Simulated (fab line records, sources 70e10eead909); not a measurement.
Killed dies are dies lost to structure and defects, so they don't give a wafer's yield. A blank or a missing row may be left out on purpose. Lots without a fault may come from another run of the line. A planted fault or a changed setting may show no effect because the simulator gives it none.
Chamber matching | flow nand_harc | NHARC_HYBRID_BOND_ACTIVATE_00 on rie_diel-03: 4 sister chambers
The step chemistry N2, time 60 s. 20 wafers are shown with their chamber, then 10 later ones without.

WAFERS WITH THEIR CHAMBER
wafer  | chamber | drypump_motor_current_A (A) | oes_product_au (a.u.) | n2_flow_sccm (sccm)
L136.2 | 2       | 6.6                         | 1.017                 | 201.0
L136.4 | 3       | 4.9                         | 1.014                 | 200.2
L136.6 | 0       | 5.4                         | 0.994                 | 200.4
L135.1 | 3       | 4.9                         | 1.004                 | 199.4
L135.2 | 1       | 4.9                         | 1.002                 | 200.8
L135.3 | 0       | 5.4                         | 0.987                 | 200.0
L138.4 | 1       | 4.8                         | 1.012                 | 200.6
L138.5 | 1       | 4.9                         | 0.997                 | 201.1
L138.6 | 2       | 6.6                         | 1.015                 | 200.2
L139.3 | 3       | 4.9                         | 1.008                 | 198.9
L139.4 | 0       | 5.4                         | 1.000                 | 199.9
L139.6 | 0       | 5.4                         | 0.997                 | 200.9
L141.3 | 1       | 4.8                         | 1.008                 | 200.5
L141.4 | 3       | 4.9                         | 0.994                 | 199.3
L141.5 | 2       | 6.7                         | 1.004                 | 199.6
L140.1 | 0       | 5.4                         | 0.988                 | 200.7
L140.4 | 2       | 6.6                         | 1.011                 | 200.1
L140.5 | 0       | 5.4                         | 0.990                 | 200.3
L145.1 | 1       | 4.9                         | 1.012                 | 200.1
L145.3 | 0       | 5.4                         | 1.001                 | 199.5

SIGNATURES (means of the wafers above)
reading                 | chamber 0 | chamber 1 | chamber 2 | chamber 3 | scatter within a chamber
drypump_motor_current_A | 5.400     | 4.860     | 6.625     | 4.900     | 0.0349
oes_product_au          | 0.99386   | 1.00620   | 1.01175   | 1.00500   | 0.00651
n2_flow_sccm            | 200.243   | 200.620   | 200.225   | 199.450   | 0.49
Rule: a wafer's distance from a chamber is the root of the sum, over the readings, of the square of ((its reading less the chamber's mean) divided by the reading's scatter). The wafer belongs to the nearest chamber; if the next one is less than 2 further off, it can't be placed. The scatter: the root of (the sum of the squares of (reading less its chamber's mean) over the shown wafers, divided by (wafers less chambers)).

WAFERS WITHOUT THEIR CHAMBER
wafer  | drypump_motor_current_A (A) | oes_product_au (a.u.) | n2_flow_sccm (sccm)
L145.6 | 5.4                         | 1.002                 | 198.9
L143.2 | 5.4                         | 0.992                 | 199.8
L143.4 | 4.9                         | 1.005                 | 198.9
L143.5 | 6.6                         | 1.012                 | 200.3
L144.1 | 4.9                         | 0.999                 | 199.5
L144.5 | 5.4                         | 0.999                 | 200.4
L144.6 | 4.9                         | 1.004                 | 199.7
L151.1 | 5.4                         | 1.005                 | 199.2
L151.3 | 6.6                         | 1.004                 | 199.7
L151.4 | 4.9                         | 1.005                 | 200.5

WHICH CHAMBER EACH WENT THROUGH
wafer  | from the rows above     | in truth
L145.6 | 0                       | 0
L143.2 | 0                       | 0
L143.4 | 3                       | 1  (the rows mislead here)
L143.5 | 2                       | 2
L144.1 | can't be placed: 3 or 1 | 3
L144.5 | 0                       | 0
L144.6 | can't be placed: 3 or 1 | 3
L151.1 | 0                       | 0
L151.3 | 2                       | 2
L151.4 | can't be placed: 1 or 3 | 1
Placed correctly: 6 of 10. Can't be placed from these rows: 3 (the true chamber is among the candidates in 3). Placed wrongly: 1.
